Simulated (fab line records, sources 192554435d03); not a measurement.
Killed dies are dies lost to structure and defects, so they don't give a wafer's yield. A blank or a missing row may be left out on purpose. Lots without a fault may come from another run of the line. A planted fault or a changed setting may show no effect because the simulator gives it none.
Split-lot experiment | flow n5_finfet | 7 lots, 39 wafers read, on a route of 1938 steps

THE SPLIT
At N5_BEOL_M11_ETCH_41 (etches SiCN in CH3F/O2, target depth 42.6 nm, time 86 s), the setting time_s was moved away from the recipe's 86 s on 12 of the 39 wafers read, by -45.3% to +44.2%. The other wafers ran this setting at the recipe's value.

The reading is taken at the split's own step.

THE READING
etch.depth_nm (the simulator's own value, which no gauge read), in nm, at N5_BEOL_M11_ETCH_41 (etches SiCN in CH3F/O2, target depth 42.6 nm, time 86 s). The file gives no usual value for it. The 27 wafers here that ran the recipe average 32.29 nm, standard deviation 0.69 nm.

wafer  | tool, chamber at the split | time_s as run, s | against the recipe | etch.depth_nm, nm | against lot-mates on the recipe
L074.1 | rie_diel-02, 3             | 99.27            | +15.4%             | 37.12             | +5.40
L074.2 | rie_diel-02, 1             | 99.27            | +15.4%             | 37.26             | +5.54
L074.3 | rie_diel-02, 0             | 86               | recipe             | 31.65             | -
L074.4 | rie_diel-02, 1             | 86               | recipe             | 32.27             | -
L074.5 | rie_diel-02, 0             | 86               | recipe             | 31.23             | -
L074.6 | rie_diel-02, 3             | 99.27            | +15.4%             | 36.87             | +5.15
L075.2 | rie_diel-02, 2             | 86               | recipe             | 31.24             | -
L075.3 | rie_diel-02, 1             | 86               | recipe             | 32.72             | -
L075.6 | rie_diel-02, 3             | 86               | recipe             | 32.15             | -
L077.1 | rie_diel-02, 1             | 86               | recipe             | 32.84             | -
L077.2 | rie_diel-02, 3             | 86               | recipe             | 31.89             | -
L077.3 | rie_diel-02, 0             | 86               | recipe             | 31.58             | -
L077.4 | rie_diel-02, 2             | 86               | recipe             | 31.63             | -
L077.5 | rie_diel-02, 2             | 86               | recipe             | 31.9              | -
L077.6 | rie_diel-02, 1             | 86               | recipe             | 32.36             | -
L080.1 | rie_diel-05, 3             | 47.02            | -45.3%             | 17.47             | -15.42
L080.2 | rie_diel-05, 0             | 86               | recipe             | 32.03             | -
L080.3 | rie_diel-05, 2             | 47.02            | -45.3%             | 17.58             | -15.31
L080.4 | rie_diel-05, 1             | 86               | recipe             | 33.48             | -
L080.5 | rie_diel-05, 0             | 47.02            | -45.3%             | 17.21             | -15.68
L080.6 | rie_diel-05, 1             | 86               | recipe             | 33.17             | -
L089.1 | rie_diel-02, 2             | 86               | recipe             | 31.65             | -
L089.2 | rie_diel-02, 3             | 86               | recipe             | 33.19             | -
L089.3 | rie_diel-02, 0             | 86               | recipe             | 32.92             | -
L089.4 | rie_diel-02, 1             | 86               | recipe             | 32.33             | -
L089.5 | rie_diel-02, 2             | 86               | recipe             | 31.71             | -
L089.6 | rie_diel-02, 3             | 86               | recipe             | 32.85             | -
L092.1 | rie_diel-05, 3             | 65.18            | -24.2%             | 24.47             | -8.08
L092.2 | rie_diel-05, 2             | 86               | recipe             | 31.92             | -
L092.3 | rie_diel-05, 1             | 86               | recipe             | 33.71             | -
L092.4 | rie_diel-05, 0             | 65.18            | -24.2%             | 24.02             | -8.53
L092.5 | rie_diel-05, 1             | 65.18            | -24.2%             | 25.54             | -7.01
L092.6 | rie_diel-05, 2             | 86               | recipe             | 32.01             | -
L096.1 | rie_diel-03, 2             | 86               | recipe             | 32.14             | -
L096.2 | rie_diel-03, 1             | 86               | recipe             | 33.52             | -
L096.3 | rie_diel-03, 0             | 124              | +44.2%             | 47.17             | +14.68
L096.4 | rie_diel-03, 3             | 86               | recipe             | 31.8              | -
L096.5 | rie_diel-03, 3             | 124              | +44.2%             | 46.09             | +13.60
L096.6 | rie_diel-03, 2             | 124              | +44.2%             | 46.91             | +14.42

THE FIT
A straight line over all 39 wafers: etch.depth_nm changes by +0.325 nm for each +1% of time_s; r = +1.00; the points scatter about the line by 0.64 nm.
The same after taking each lot's own level away (the mean of its wafers on the recipe; 39 wafers): +0.332 nm for each +1%; r = +1.00; scatter 0.6 nm.
On that fit, the largest move of time_s shifts the reading by 15 nm.
The lots' own levels span 31.717 to 32.893 nm, that is 1.7 times the standard deviation above.
So the lot-to-lot level changes the slope little: the two slopes agree.
Check: with one of the wafers moved furthest among these (-45.3%) left out of the fit, the line predicts -15 nm for it against its lot-mates. It came out at -15.4 nm against them.

OTHER SPLITS ON THESE WAFERS
These wafers also went through other splits before the reading. Each is held against what the fit with the lots' levels taken away leaves over:
other split on the same wafers     | wafers away from the commonest value | r with etch.depth_nm (lot level and that fit taken away)
N5_BEOL_M6_ILD_DEP_00 target_thk_a | 15                                   | +0.29

THE FILE'S OWN FIT
etch.depth_nm changes by +0.332 nm for each +1% of time_s, r = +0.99.
